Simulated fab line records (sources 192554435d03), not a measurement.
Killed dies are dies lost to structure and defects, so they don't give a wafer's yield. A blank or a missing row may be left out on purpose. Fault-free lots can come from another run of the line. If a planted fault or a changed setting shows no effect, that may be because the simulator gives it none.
A struck lot beside a sound one | flow n5 finfet | 19 steps out of a route of 1938
Sound: wafers L429.3, L429.4, L429.5. Struck: wafer L432.4 (left out: L432.3, L432.5 of the same lot, which were not struck); the cause appears at the end.
Order at every step that has rows: each side's tool, ch and its chambers, its first start. Under that, the readings that differ: sound wafers | struck wafers | difference of the means | sigmas: that difference in standard deviations of wafers without a fault.
alike: same words and numbers on both sides, and readings whose means sit less than 2 such deviations apart. not compared: any withheld reading, any reading some wafer has no value for, any bound like >300 that may hide the same value, and any number with overlapping values for which the record gives no deviation.
Wherever a step has rows on one side only, a row that says differs or no value, or a row with sigmas, the two part there. Numbers that don't overlap but have no deviation are shown without sigmas and don't part them. A reading that every wafer of one side lacks parts them only if that side has two wafers or more.

first, 5 steps without rows for these wafers: N5_BEOL_M14_ETCH_67 (etches SiARC in CF4, target depth 143 nm, time 238.3 s); N5_BEOL_M14_ETCH_68 (etches SOC in N2/H2, time 450 s); N5_BEOL_M14_STRIP_69 (strips in N2/H2); N5_BEOL_M14_TRENCH_ETCH_34 (etches SiO2 in C4F8/O2/Ar, target depth 556.65 nm, time 126.9 s); N5_BEOL_M14_STRIP_70 (strips in C4F8/O2/Ar).
N5_BEOL_M14_OCD_MEAS_35:
  struck on ocd-02, day 15 12:53; sound on ocd-01, day 14 07:39
  alike: trench depth nm
N5_BEOL_M14_STRIP_37: strips in O2.
  sound on rie diel-02 ch 1,2,3, day 14 07:45; struck on rie diel-02 ch 2, day 15 14:21
  alike: drypump motor current A, oes product au, rf vpp V, showerhead plenum p Torr, throttle valve pct
  not compared: rf hours counter h
N5_BEOL_M14_ETCH_38: etches SiCN in CF4/N2, target depth 106.5 nm, time 120.6 s.
  sound on rie diel-02 ch 1,2,3; struck on rie diel-02 ch 2
  alike: drypump motor current A, oes product au, rf vpp V, showerhead plenum p Torr, throttle valve pct
  not compared: rf hours counter h
then, 2 steps without rows for these wafers: N5_BEOL_M14_PRECLEAN_39 (cleans in residue remover, time 60 s); N5_BEOL_M14_SRD_40 (time 30 s, dry time 30 s).
N5_BEOL_M14_DEGAS_41: time 60 s.
  struck on pvd sputter-02, day 15 14:52; sound on pvd sputter-02, day 14 08:18
  alike: heater power w
N5_BEOL_M14_PRE_CLEAN_42: time 30 s.
  struck on pvd sputter-02, day 15 14:55; sound on pvd sputter-02, day 14 08:20
  alike: heater power w
N5_BEOL_M14_SPUTTER_43: material TaN, target thk 15 nm, time 24.19 s.
  struck on pvd sputter-02, day 15 14:57; sound on pvd sputter-02, day 14 08:23
  reading                                      | sound    | struck | difference | sigmas
  model.TaN_of_BEOL_M14_SPUTTER_43.thk nm (nm) | 15 15 15 | 10.6   | -4.4       |
  alike: throttle valve pct
then, 3 steps without rows for these wafers: N5_BEOL_M14_SPUTTER_44 (material Ta, target thk 15 nm, time 24.19 s); N5_BEOL_M14_SPUTTER_45 (material Cu, target thk 100 nm, time 16.67 s); N5_BEOL_M14_ECD_47 (material Cu, target thk 1248 nm).
N5_BEOL_M14_ANNEAL_48: time 90 s.
  sound on rtp anneal-01 ch 0, day 14 10:46; struck on rtp anneal-01 ch 0, day 15 15:34
  alike: wafer_temp_C_max
N5_BEOL_M14_CMP_49: polishes, stops on SiO2, t overpolish 5.2 s, target thk 560 nm.
  sound on cmp-01 ch 0,3, day 14 10:58; struck on cmp-04 ch 0, day 15 15:48
  reading                      | sound             | struck | difference | sigmas
  barrier field endpoint s (s) | 11.13 11.01 11.31 | 9.59   | -1.56      | -7
  alike: motor current A, slurry filter dp kPa
N5_BEOL_M14_THK_MEAS_50: measures by xrf.
  struck on film metro-02, day 15 16:04; sound on film metro-02, day 14 11:16
  alike: M14_THK

== WHERE THEY PART ==
Within this record, at N5_BEOL_M14_CMP_49 only. Later steps at which nothing parts them and some readings are alike: N5_BEOL_M14_THK_MEAS_50.

WHY: the cause the simulator had injected
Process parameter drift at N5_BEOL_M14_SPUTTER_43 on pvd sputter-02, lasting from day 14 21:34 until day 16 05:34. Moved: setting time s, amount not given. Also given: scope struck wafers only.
